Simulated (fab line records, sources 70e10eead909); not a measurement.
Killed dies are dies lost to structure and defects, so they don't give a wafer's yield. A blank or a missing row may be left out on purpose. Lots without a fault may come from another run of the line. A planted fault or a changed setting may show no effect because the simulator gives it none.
Chamber matching | flow nand_harc | NHARC_P_M2_DESCUM_14 on rie_diel-07: 4 sister chambers
The step chemistry O2, time 3 s. 8 wafers are shown with their chamber, then 9 later ones without.

WAFERS WITH THEIR CHAMBER
wafer  | chamber | drypump_motor_current_A (A) | chamber_pressure_mTorr (mTorr)
L083.3 | 2       | 5.5                         | 59.95
L083.4 | 1       | 6.0                         | 59.91
L087.1 | 3       | 5.4                         | 59.97
L087.5 | 0       | 6.3                         | 60.10
L087.6 | 1       | 6.0                         | 60.03
L092.2 | 0       | 6.3                         | 60.04
L092.3 | 2       | 5.6                         | 59.88
L092.4 | 3       | 5.4                         | 60.00

WAFERS WITHOUT THEIR CHAMBER
wafer  | drypump_motor_current_A (A) | chamber_pressure_mTorr (mTorr)
L095.2 | 5.4                         | 59.90
L095.5 | 5.3                         | 59.95
L095.6 | 6.3                         | 60.01
L096.1 | 6.2                         | 59.95
L096.3 | 6.0                         | 59.92
L096.6 | 5.6                         | 60.00
L097.1 | 5.5                         | 59.98
L097.2 | 6.3                         | 59.93
L097.3 | 5.4                         | 59.98

WHICH CHAMBER EACH WENT THROUGH
wafer  | from the rows above     | in truth
L095.2 | 3                       | 3
L095.5 | 3                       | 3
L095.6 | 0                       | 0
L096.1 | 0                       | 0
L096.3 | 1                       | 1
L096.6 | 2                       | 2
L097.1 | can't be placed: 2 or 3 | 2
L097.2 | 0                       | 0
L097.3 | 3                       | 3
Placed correctly: 8 of 9. Can't be placed from these rows: 1 (the true chamber is among the candidates in 1). Placed wrongly: 0.
How it was worked out, from the rows above alone: a wafer's distance from a chamber is the root of the sum, over the readings, of the square of ((its reading less the chamber's mean) divided by the reading's scatter). The wafer belongs to the nearest chamber; if the next one is less than 2 further off, it can't be placed. A chamber's mean is the mean of its shown wafers. The scatter: the root of (the sum of the squares of (reading less its chamber's mean) over the shown wafers, divided by (wafers less chambers)).
